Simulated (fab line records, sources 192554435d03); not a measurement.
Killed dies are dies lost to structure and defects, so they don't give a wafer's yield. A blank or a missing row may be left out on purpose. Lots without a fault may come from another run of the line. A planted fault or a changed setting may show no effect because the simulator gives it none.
Chamber matching | flow n5_finfet | N5_BEOL_M8_VIA_ETCH_34 on rie_diel-05: 4 sister chambers
The step etches SiCOH lowk in C4F6/O2, target depth 125.5 nm, time 50.5 s. 8 wafers are shown with their chamber, then 7 later ones without.

WAFERS WITH THEIR CHAMBER
wafer  | chamber | showerhead_plenum_p_Torr (Torr) | rf_vpp_V (V)
L080.2 | 2       | 2.59                            | 665
L084.1 | 2       | 2.58                            | 667
L084.5 | 3       | 2.81                            | 646
L085.4 | 1       | 2.93                            | 667
L085.5 | 1       | 2.93                            | 667
L085.6 | 0       | 2.92                            | 617
L093.1 | 3       | 2.81                            | 647
L093.4 | 0       | 2.92                            | 618

WAFERS WITHOUT THEIR CHAMBER
wafer  | showerhead_plenum_p_Torr (Torr) | rf_vpp_V (V)
L093.6 | 2.92                            | 615
L092.2 | 2.92                            | 667
L092.4 | 2.80                            | 648
L092.6 | 2.92                            | 665
L095.3 | 2.57                            | 664
L095.5 | 2.91                            | 617
L095.6 | 2.80                            | 647

WHICH CHAMBER EACH WENT THROUGH
wafer  | from the rows above | in truth
L093.6 | 0                   | 0
L092.2 | 1                   | 1
L092.4 | 3                   | 3
L092.6 | 1                   | 1
L095.3 | 2                   | 2
L095.5 | 0                   | 0
L095.6 | 3                   | 3
Placed correctly: 7 of 7. Can't be placed from these rows: 0. Placed wrongly: 0.
How it was worked out, from the rows above alone: a wafer's distance from a chamber is the root of the sum, over the readings, of the square of ((its reading less the chamber's mean) divided by the reading's scatter). The wafer belongs to the nearest chamber; if the next one is less than 2 further off, it can't be placed. A chamber's mean is the mean of its shown wafers. The scatter: the root of (the sum of the squares of (reading less its chamber's mean) over the shown wafers, divided by (wafers less chambers)).
